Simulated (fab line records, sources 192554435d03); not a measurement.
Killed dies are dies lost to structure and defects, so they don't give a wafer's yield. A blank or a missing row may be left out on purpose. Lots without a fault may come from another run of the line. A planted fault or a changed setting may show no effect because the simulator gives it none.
Which tool did it? | flow n5_finfet | 12 lots, 32 wafers sampled, at 4 steps of a route of 1938

WHAT THE GAUGES READ, wafer by wafer
N5_PASSIVATION_INSPECT_61: inspects for defects (macro). Usual: raw_defect_count 2.0, standard deviation 1.3.
lot  | measured     | on                | raw_defect_count | flag
L119 | day 11 14:05 | defect_inspect-02 | 5 1 3            |
L120 | day 11 21:25 | defect_inspect-01 | 3 2 2            |
L121 | day 12 12:11 | defect_inspect-02 | 2 0 0            |
L122 | day 11 21:27 | defect_inspect-01 | 4 2 4            |
L123 | day 12 10:59 | defect_inspect-01 | 3 1 0            |
L124 | day 12 23:20 | defect_inspect-01 | 2 1              |
L125 | day 12 20:47 | defect_inspect-02 | 0 0 3            |
L126 | day 13 18:44 | defect_inspect-02 | 1 2 3            |
L130 | day 14 14:15 | defect_inspect-01 | 1 1              |
L135 | day 16 00:39 | defect_inspect-02 | 2                |
L141 | day 17 10:36 | defect_inspect-02 | 1 3 1            |

N5_PASSIVATION_OVL_MEAS_66. Usual: PASS_OPEN_OVL 5 nm, standard deviation 4.5.
lot  | measured     | on         | PASS_OPEN_OVL (nm) | flag
L119 | day 11 17:53 | overlay-02 | 7 3 12             |
L120 | day 12 00:58 | overlay-02 | 7 7 14             |
L121 | day 12 15:34 | overlay-02 | -6 0 -4            |
L122 | day 12 01:14 | overlay-02 | 8 10 9             |
L123 | day 12 15:02 | overlay-01 | 5 3 0              |
L124 | day 13 04:29 | overlay-02 | 7 6                |
L125 | day 13 00:04 | overlay-02 | 12 18 8            |
L126 | day 13 22:02 | overlay-01 | 9 7 6              |
L130 | day 14 17:38 | overlay-02 | 7 4                |
L135 | day 16 04:29 | overlay-02 | 4                  |
L141 | day 17 14:23 | overlay-02 | -3 7 1             |

WHICH TOOL RAN EACH LOT (tool, then ch and the chambers of the sampled wafers, then the start)
lot  | N5_MOL_CONTACT_COAG_ETCH_48       | N5_PASSIVATION_DESCUM_12
L119 | rie_diel-04 ch 0,1,2, day 5 07:45 | rie_diel-02 ch 0,1,3, day 11 14:07
L120 | rie_diel-01 ch 0,3, day 5 11:56   | rie_diel-06 ch 1,2,3, day 11 21:29
L121 | rie_diel-04 ch 0,1,3, day 5 18:47 | rie_diel-06 ch 1,2,3, day 12 12:13
L122 | rie_diel-05 ch 0,1, day 5 21:26   | rie_diel-02 ch 0,1, day 11 21:31
L123 | rie_diel-05 ch 1,3, day 6 04:53   | rie_diel-03 ch 0,2, day 12 11:01
L124 | rie_diel-01 ch 1,2, day 6 10:32   | rie_diel-02 ch 1,3, day 12 23:58
L125 | rie_diel-04 ch 0,2,3, day 6 13:52 | rie_diel-06 ch 0,1,3, day 12 20:50
L126 | rie_diel-01 ch 1,2,3, day 7 01:16 | rie_diel-03 ch 0,2,3, day 13 18:58
L130 | rie_diel-05 ch 0,2, day 7 20:18   | rie_diel-02 ch 0,3, day 14 14:27
L135 | rie_diel-05 ch 0,1, day 9 03:26   | rie_diel-06 ch 0, day 16 00:41
L136 | rie_diel-05 ch 1,3, day 9 09:46   | -
L141 | rie_diel-04 ch 2,3, day 10 18:10  | rie_diel-02 ch 0,3, day 17 10:39
- N5_MOL_CONTACT_COAG_ETCH_48: etches SiOC in C4F6/O2, target depth 15 nm, overetch 4.5 nm, time 17 s.
- N5_PASSIVATION_DESCUM_12: chemistry O2, time 7.9 s.

WHAT THE TOOLS THEMSELVES READ (means of the sampled wafers that have a number; where no wafer has one, the mark that the record gives instead)
N5_MOL_CONTACT_COAG_ETCH_48. Usual: drypump_motor_current_A 5.3 A, standard deviation 0.58; oes_product_au 0.67 a.u., standard deviation 0.091; rf_vpp_V 1594 V, standard deviation 47; showerhead_plenum_p_Torr 2.81 Torr, standard deviation 0.089; throttle_valve_pct 40.6 %, standard deviation 0.63.
lot  | tool        | drypump_motor_current_A (A) | oes_product_au (a.u.) | rf_vpp_V (V) | showerhead_plenum_p_Torr (Torr) | throttle_valve_pct (%) | flag
L119 | rie_diel-04 | 5.4                         | 0.61                  | 1591         | 2.73                            | 40.5                   |
L120 | rie_diel-01 | 4.9                         | 0.61                  | 1619         | 2.79                            | 39.9                   |
L121 | rie_diel-04 | 5.2                         | 0.58                  | 1636         | 2.82                            | 40.8                   |
L122 | rie_diel-05 | 6.1                         | 0.63                  | 1607         | 2.77                            | 40.3                   |
L123 | rie_diel-05 | 5.9                         | 0.62                  | 1579         | 2.75                            | 41.1                   |
L124 | rie_diel-01 | 5.5                         | 0.62                  | 1544         | 2.87                            | 40.6                   |
L125 | rie_diel-04 | 5.2                         | 0.59                  | 1613         | 2.83                            | 41.1                   |
L126 | rie_diel-01 | 5.3                         | 0.60                  | 1563         | 2.83                            | 40.3                   |
L130 | rie_diel-05 | 5.6                         | 0.77                  | 1604         | 2.83                            | 40.0                   |
L135 | rie_diel-05 | 6.2                         | 0.73                  | 1604         | 2.75                            | 40.5                   |
L136 | rie_diel-05 | 5.7                         | 0.60                  | 1566         | 2.73                            | 41.0                   |
L141 | rie_diel-04 | 5.0                         | 0.58                  | 1633         | 2.86                            | 41.3                   |

N5_PASSIVATION_DESCUM_12. Usual: bias_power_w 20.00 W, standard deviation 0.059; drypump_motor_current_A 5.90 A, standard deviation 0.27; oes_product_au 0.79 a.u., standard deviation 0.094; rf_vpp_V 243.1 V, standard deviation 1.2; showerhead_plenum_p_Torr 2.09 Torr, standard deviation 0.057; throttle_valve_pct 20.38 %, standard deviation 0.25.
lot  | tool        | bias_power_w (W) | drypump_motor_current_A (A) | oes_product_au (a.u.) | rf_vpp_V (V) | showerhead_plenum_p_Torr (Torr) | throttle_valve_pct (%) | flag
L119 | rie_diel-02 | 20.05            | 5.85                        | 0.85                  | 242.7        | 2.09                            | 20.14                  |
L120 | rie_diel-06 | 19.91            | 6.10                        | 0.74                  | 242.9        | 2.09                            | 20.55                  |
L121 | rie_diel-06 | 20.00            | 6.10                        | 0.74                  | 242.7        | 2.09                            | 20.54                  |
L122 | rie_diel-02 | 19.97            | 5.82                        | 0.82                  | 244.3        | 2.13                            | 20.10                  |
L123 | rie_diel-03 | 20.02            | 5.83                        | 0.75                  | 242.3        | 2.03                            | 20.50                  |
L124 | rie_diel-02 | 19.96            | 6.05                        | 0.81                  | 243.7        | 2.11                            | 20.13                  |
L125 | rie_diel-06 | 20.01            | 6.02                        | 0.73                  | 242.8        | 2.12                            | 20.57                  |
L126 | rie_diel-03 | 20.02            | 5.87                        | 0.81                  | 242.8        | 2.08                            | 20.31                  |
L130 | rie_diel-02 | 20.00            | 5.82                        | 0.84                  | 242.1        | 2.03                            | 20.23                  |
L135 | rie_diel-06 | 20.04            | 5.80                        | 0.66                  | 243.0        | 2.18                            | 20.73                  |
L141 | rie_diel-02 | 20.03            | 5.91                        | 0.82                  | 242.8        | 2.03                            | 20.26                  |

THE ANSWER, worked out from the rows above alone
Rule: a lot is off if the mean of its wafers that have a number lies more than 3 standard deviations from the usual mean. A lot without any number at a reading at which 4 lots or more have one is off too. The other lots that the step has rows for count as sound. The gauges are gone through in route order, then the tools' own readings, and for those a lot's mean is taken as printed above. The first step at which some lot is off is used, and at that step the reading that is off furthest; a lot without a number counts as furthest.
No lot is off at any reading shown: from this, nothing can be told.

WHAT THE SIMULATOR HAD PUT IN
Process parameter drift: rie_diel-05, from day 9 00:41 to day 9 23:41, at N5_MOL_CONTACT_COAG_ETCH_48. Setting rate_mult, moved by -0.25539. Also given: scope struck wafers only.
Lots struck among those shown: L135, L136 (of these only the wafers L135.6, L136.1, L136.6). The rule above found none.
